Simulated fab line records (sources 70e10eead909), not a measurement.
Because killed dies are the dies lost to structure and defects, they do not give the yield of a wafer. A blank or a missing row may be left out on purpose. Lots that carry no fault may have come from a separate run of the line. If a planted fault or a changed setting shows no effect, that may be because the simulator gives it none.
Chamber matching || flow nand-harc || 4 sister chambers for NHARC_A_STAIRCASE_ETCH_169 on rie-diel-01
The step etches the open film in CH3F/O2, target depth 50 nm, time 107.1 s. 8 wafers are shown with their chamber, then 7 later ones without.

WAFERS WITH THEIR CHAMBER
{"wafer": "L182.5", "chamber": 2, "drypump-motor-current-A (A)": 6.5, "showerhead-plenum-p-Torr (Torr)": 2.52}
{"wafer": "L184.2", "chamber": 2, "drypump-motor-current-A (A)": 6.6, "showerhead-plenum-p-Torr (Torr)": 2.53}
{"wafer": "L188.1", "chamber": 1, "drypump-motor-current-A (A)": 5.2, "showerhead-plenum-p-Torr (Torr)": 2.51}
{"wafer": "L193.1", "chamber": 0, "drypump-motor-current-A (A)": 5.3, "showerhead-plenum-p-Torr (Torr)": 2.62}
{"wafer": "L193.4", "chamber": 3, "drypump-motor-current-A (A)": 5.9, "showerhead-plenum-p-Torr (Torr)": 2.32}
{"wafer": "L193.5", "chamber": 0, "drypump-motor-current-A (A)": 5.3, "showerhead-plenum-p-Torr (Torr)": 2.62}
{"wafer": "L194.2", "chamber": 1, "drypump-motor-current-A (A)": 5.2, "showerhead-plenum-p-Torr (Torr)": 2.50}
{"wafer": "L194.4", "chamber": 3, "drypump-motor-current-A (A)": 5.9, "showerhead-plenum-p-Torr (Torr)": 2.32}

WAFERS WHOSE CHAMBER IS MISSING
{"wafer": "L194.5", "drypump-motor-current-A (A)": 5.9, "showerhead-plenum-p-Torr (Torr)": 2.32}
{"wafer": "L200.1", "drypump-motor-current-A (A)": 5.9, "showerhead-plenum-p-Torr (Torr)": 2.31}
{"wafer": "L200.2", "drypump-motor-current-A (A)": 5.1, "showerhead-plenum-p-Torr (Torr)": 2.50}
{"wafer": "L200.3", "drypump-motor-current-A (A)": 5.2, "showerhead-plenum-p-Torr (Torr)": 2.61}
{"wafer": "L201.3", "drypump-motor-current-A (A)": 5.2, "showerhead-plenum-p-Torr (Torr)": 2.61}
{"wafer": "L201.5", "drypump-motor-current-A (A)": 5.3, "showerhead-plenum-p-Torr (Torr)": 2.61}
{"wafer": "L201.6", "drypump-motor-current-A (A)": 5.9, "showerhead-plenum-p-Torr (Torr)": 2.31}

THE CHAMBER EACH PASSED THROUGH
{"wafer": "L194.5", "from the rows above": 3, "in truth": 3}
{"wafer": "L200.1", "from the rows above": 3, "in truth": 3}
{"wafer": "L200.2", "from the rows above": 1, "in truth": 1}
{"wafer": "L200.3", "from the rows above": 0, "in truth": 0}
{"wafer": "L201.3", "from the rows above": 0, "in truth": 0}
{"wafer": "L201.5", "from the rows above": 0, "in truth": 0}
{"wafer": "L201.6", "from the rows above": 3, "in truth": 3}
7 of 7 placed correctly. From these rows, 0 cannot be placed. Number placed wrongly: 0.
How it was worked out, from the rows above alone: a wafer's distance from a chamber is the root of the sum, over the readings, of the square of ((its reading less the chamber's mean) divided by the reading's scatter). If the next closest chamber is less than 2 further off than the closest, the wafer can't be placed; otherwise it belongs to the closest. Each chamber's mean is taken over the wafers shown for it. How the scatter is found: for the shown wafers, subtract from each reading the mean of its chamber, square and add these, divide the total by (wafers less chambers), then take the root.
